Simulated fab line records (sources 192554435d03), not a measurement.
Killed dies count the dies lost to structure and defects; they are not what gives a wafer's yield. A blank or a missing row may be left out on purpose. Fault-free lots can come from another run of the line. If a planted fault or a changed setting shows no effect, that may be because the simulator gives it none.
A lot that was struck, set against a sound lot | flow n5Finfet | 36 steps out of a route of 1938
Sound: the wafers L792.1, L792.2, L792.3. The struck wafers were L783.2, L783.5, L783.6. The cause is named last.
Order at every step that has rows: each side's tool, ch and its chambers, its first start. Under that, the readings that differ: sound wafers | struck wafers | difference of the means | sigmas: that difference in standard deviations of wafers without a fault.
alike: a reading whose means differ by less than 2 such deviations, as well as words and numbers matching on both sides. not compared: withheld readings; readings where some wafer has no value; bounds like >300 that might hide an equal value; numbers whose values overlap and for which the record gives no deviation.
A row with sigmas, a row that says differs or no value, or rows on one side alone: a step with any of these is where the two part. Non-overlapping numbers with no deviation appear without sigmas and do not part them. A reading that every wafer of one side lacks parts them only if that side has two wafers or more.

first, 9 steps without rows for these wafers: N5_BEOL_M4_ANNEAL_95 (time 240 s); N5_BEOL_M4_SPUTTER_96 (material Cu, target thk 4.5 nm, time 8.29 s); N5_BEOL_M4_ECD_50 (material Cu, target thk 300 nm); N5_BEOL_M4_ANNEAL_51 (time 90 s); N5_BEOL_M4_CMP_52 (polishes, stops on SiOC, t overpolish 6.8 s, target thk 40 nm); N5_BEOL_M4_PRE_CLEAN_60 (time 15 s); N5_BEOL_M4_CO_CAP_55 (material Co, precursor CCTBA/H2, target thk 2 nm, time 102.1 s); N5_BEOL_M4_PRE_CLEAN_56 (time 15 s); N5_BEOL_M4_DEP_57 (deposits SiCN from 3MS/NH3, target thk 8 nm, time 14 s).
N5_BEOL_M4_RC_MEAS_101:
  sound on prober-02 ch 0, day 12 17:07; struck on prober-02 ch 0, day 10 18:28
  alike: DIBL_N, DIBL_P, IOFF_N, IOFF_P, ION_N, ION_P, SS_N, SS_P, VT_N, VT_P
then, 24 steps without rows for these wafers: N5_BEOL_M5_ILD_DEP_00 (deposits SiCOH lowk from DEMS/porogen, target thk 140.64 nm, time 25.9 s); N5_BEOL_M5_CURE_79 (cures SiCOH lowk, time 240 s); N5_BEOL_M5_PECVD_70 (deposits SiO2 from TEOS/O2, target thk 16 nm, time 18 s); N5_BEOL_M5_HM_DEP_02 (deposits TiN, target thk 20 nm); N5_BEOL_M5_COAT_59 (time 60 s, resist thk 60 nm); N5_BEOL_M5_COAT_60 (time 60 s, resist thk 12 nm); N5_BEOL_M5_COAT_71 (time 60 s, resist thk 5 nm); N5_BEOL_M5_COAT_05 (resist thk 30 nm); N5_BEOL_M5_EBR_07; N5_BEOL_M5_SOFTBAKE_06 (time 60 s); N5_BEOL_M5_EXPOSE_08 (exposes mask M5, target cd 28 nm); N5_BEOL_M5_PEB_09 (peb time 60 s); N5_BEOL_M5_DEVELOP_10 (develop time 30 s); N5_BEOL_M5_DESCUM_16 (chemistry O2, time 7 s); N5_BEOL_M5_ETCH_72 (etches underlayer in N2/H2, target depth 6.5 nm, time 5.2 s); N5_BEOL_M5_ETCH_61 (etches SiARC in CF4, target depth 15.6 nm, time 26 s); N5_BEOL_M5_ETCH_62 (etches SOC in N2/H2, target depth 75 nm, overetch 15 nm, time 112.5 s); N5_BEOL_M5_STRIP_63 (strips in N2/H2); N5_BEOL_M5_STRIP_73 (strips in N2/H2); N5_BEOL_M5_STRIP_64 (strips in CF4); N5_BEOL_M5_HM_OPEN_17 (chemistry Cl2/BCl3, target TiN, target depth 20 nm, overetch 6 nm); N5_BEOL_M5_STRIP_19 (strips in O2); N5_BEOL_M5_COAT_65 (time 60 s, resist thk 60 nm); N5_BEOL_M5_COAT_66 (time 60 s, resist thk 12 nm).
-- record jumps: 4 days separate the struck wafers' starts on either side; left off in module BEOL_M5, taken up again in module PASSIVATION, whose first shown step is the route's number 1936 --
N5_PASSIVATION_ETCH_15: etches SiCN in CF4/N2, target depth 75 nm, time 81.2 s.
  sound on rieDiel-04 ch 1,2,3, day 17 03:01; struck on rieDiel-04 ch 1,2, day 15 04:52
  no value came back on the struck wafers for any of 9 readings (biasW (W), cf4FlowSccm (sccm) and others); on the sound wafers biasW (W) reads 70.09 69.95 70.03
N5_PASSIVATION_PROBE_49:
  rows exist in the record for the struck wafers here (prober-02, day 15 11:12), but not for the sound ones

## WHERE THEY PART
Last at N5_PASSIVATION_PROBE_49 as far as this record goes, first at N5_PASSIVATION_ETCH_15.

WHY: the cause the simulator had injected
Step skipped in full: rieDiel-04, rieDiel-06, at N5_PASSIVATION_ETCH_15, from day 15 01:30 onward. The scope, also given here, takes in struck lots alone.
